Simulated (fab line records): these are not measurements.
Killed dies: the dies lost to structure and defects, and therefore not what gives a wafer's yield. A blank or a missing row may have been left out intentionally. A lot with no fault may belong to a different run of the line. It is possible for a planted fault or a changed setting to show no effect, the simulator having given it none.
A struck lot beside a sound one | flow n5_finfet | 11 steps out of a route of 1938
Sound: the wafers L958.1, L958.3, L958.5. Wafers struck: L965.1, L965.2, L965.4. The cause is given at the end.
For every step that has rows: the tool of each side, followed by ch and its chambers, followed by its first start. Under that, the readings that differ: sound wafers | struck wafers | difference of the means | sigmas: that difference in standard deviations of wafers without a fault.
alike: same words and numbers on both sides, and readings whose means sit less than 2 such deviations apart. not compared: any withheld reading, any reading some wafer has no value for, any bound like >300 that may hide the same value, and any number with overlapping values for which the record gives no deviation.
The two part at a step that has a row with sigmas, a row that says differs or no value, or rows on one side only. Non-overlapping numbers with no deviation appear without sigmas and do not part them. A reading that every wafer of one side lacks parts them only if that side has two wafers or more.

first, 9 steps without rows for these wafers: N5_BEOL_M11_DESCUM_33 (chemistry O2, time 7.9 s); N5_BEOL_M11_ETCH_65 (etches SiARC in CF4, target depth 39 nm, time 65 s); N5_BEOL_M11_ETCH_66 (etches SOC in N2/H2, target depth 120 nm, overetch 24 nm, time 180 s); N5_BEOL_M11_STRIP_69 (strips in N2/H2); N5_BEOL_M11_VIA_ETCH_34 (etches SiCOH lowk in C4F6/O2, target depth 184.5 nm, time 69.2 s); N5_BEOL_M11_STRIP_73 (strips in C4F6/O2); N5_BEOL_M11_STRIP_36 (strips in N2/H2); N5_BEOL_M11_TRENCH_ETCH_37 (etches SiCOH lowk in C4F6/O2, target depth 148.83 nm, time 48 s); N5_BEOL_M11_ETCH_41 (etches SiCN in CH3F/O2, target depth 42.6 nm, time 86 s).
N5_BEOL_M11_STRIP_77: strips in N2/H2, time 10 s.
  sound on rie_diel-01 ch 1,2, day 12 17:58; struck on rie_diel-06 ch 0,1,3, day 14 23:09
  no value came back on the struck wafers for any of 8 readings (bias_power_w (W), chamber_pressure_mTorr (mTorr) and others); on the sound wafers bias_power_w (W) reads 6.996 6.992 7.051
  not compared: rf_hours_counter_h
N5_PASSIVATION_PROBE_49:
  struck on prober-01, day 16 14:46; sound on prober-02, day 14 19:34
  reading                  | sound          | struck         | difference | sigmas
  defect_limited_yield (%) | 91.2 89.9 91.7 | 89.2 86.4 88.2 | -3.0       | -2
  killed_at_M4_up          | 11 12 19       | 34 56 55       | +34        | +6
  killed_dies              | 104 119 98     | 128 161 139    | +36        | +2
  sort_bin_6_memory (%)    | 3.0 2.5 3.2    | 3.6 4.9 4.2    | +1.3       | +2
  sort_n_pass              | 1076 1061 1082 | 1052 1019 1041 | -36        | -2
  sort_yield_pct (%)       | 91.2 89.9 91.7 | 89.2 86.4 88.2 | -3.0       | -2
  alike: killed_at_M0_to_M3, killed_at_contacts, killed_at_front_end, killed_at_other, killed_open, killed_short, sort_bin_5_function

WHERE THEY PART
At N5_BEOL_M11_STRIP_77 first; at N5_PASSIVATION_PROBE_49 last (within this record only).

WHY: the cause the simulator had injected
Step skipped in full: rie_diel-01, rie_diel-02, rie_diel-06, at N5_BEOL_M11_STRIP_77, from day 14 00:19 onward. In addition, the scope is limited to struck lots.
